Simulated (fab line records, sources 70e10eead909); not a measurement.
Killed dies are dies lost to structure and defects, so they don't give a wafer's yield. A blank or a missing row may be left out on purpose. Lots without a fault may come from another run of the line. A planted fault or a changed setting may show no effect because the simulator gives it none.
One fault seen from 2 desks | flow nand_harc | each desk has only its own numbers; what lay behind them comes last

THE METROLOGY DESK
What the gauges read, lot by lot, whatever tool the lot ran on: means of the sampled wafers that have a number. A lot is out of limits, marked OUT, if its mean lies more than 4 standard deviations from the usual mean; the brackets give that distance.
Columns: A = cd_nm at NHARC_P_CONTACT_CD_MEAS_19, usual 89.1 nm; B = overlay_x_nm at NHARC_P_M0_OVL_MEAS_10, usual -0.1 nm; C = overlay_y_nm at NHARC_P_M0_OVL_MEAS_10, usual -0.2 nm
lot  | first seen here | A    | B    | C
L122 | day 6 12:38     | 88.7 | -0.3 | -0.7
L123 | day 6 13:31     | 89.1 | -0.7 | -0.4
L124 | day 7 03:55     | 89.4 | -1.2 | -0.9
L129 | day 9 12:38     | 90.7 | -1.2 | -0.8
L132 | day 10 10:00    | 88.4 | 0.3  | 0.6
L133 | day 10 19:07    | 89.6 | 1.2  | 0.0
L135 | day 11 22:10    | 90.0 | -0.7 | 1.5
L137 | day 12 13:31    | 89.3 | -0.1 | -0.1
L139 | day 13 09:46    | 89.5 | 0.8  | 0.1
L140 | day 13 15:35    | 87.9 | -0.1 | -1.0
L141 | day 14 04:14    | 90.1 | 0.0  | -0.5
L143 | day 15 00:08    | 88.8 | 1.0  | 0.1
This desk's finding: nothing out of limits on any of the 12 lots.

THE TOOL OWNER'S DESK: litho_track-01
The tool's own readings at NHARC_P_M0_SOFTBAKE_04 (time 55 s): means of the sampled wafers that have a number, for each lot that ran on this tool. A lot is out of limits, marked OUT, if its mean lies more than 4 standard deviations from the usual mean; the brackets give that distance.
Columns: A = exhaust_pa at NHARC_P_M0_SOFTBAKE_04, usual 44.9 Pa; B = heater_power_total_W at NHARC_P_M0_SOFTBAKE_04, usual 188.44 W
lot  | first seen here | A    | B
L124 | day 7 06:00     | 44.2 | 188.40
L129 | day 9 15:00     | 44.9 | 178.98 (-68) OUT
L132 | day 10 12:00    | 44.1 | 179.17 (-66) OUT
L139 | day 13 12:00    | 45.2 | 188.51
This desk's finding: out of limits on L129, L132; first on L129, day 9 15:00 (heater_power_total_W at NHARC_P_M0_SOFTBAKE_04). In limits: L124, L139.

PUT TOGETHER
The tool owner's desk could have raised an alarm at day 9 15:00, on L129, L132.
The metrology desk saw nothing out of limits.
The metrology desk has L129, L132 on record, within its limits.
Of the lots named, all ran NHARC_P_M0_SOFTBAKE_04 on litho_track-01.

WHAT THE SIMULATOR HAD PUT IN
Process parameter drift: litho_track-01, from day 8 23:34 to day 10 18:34, at NHARC_P_M0_SOFTBAKE_04. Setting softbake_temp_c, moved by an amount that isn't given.
Lots struck among those shown: L129, L132.
Hours from the fault's start to each desk's first reading out of limits: the tool owner's desk, 15.
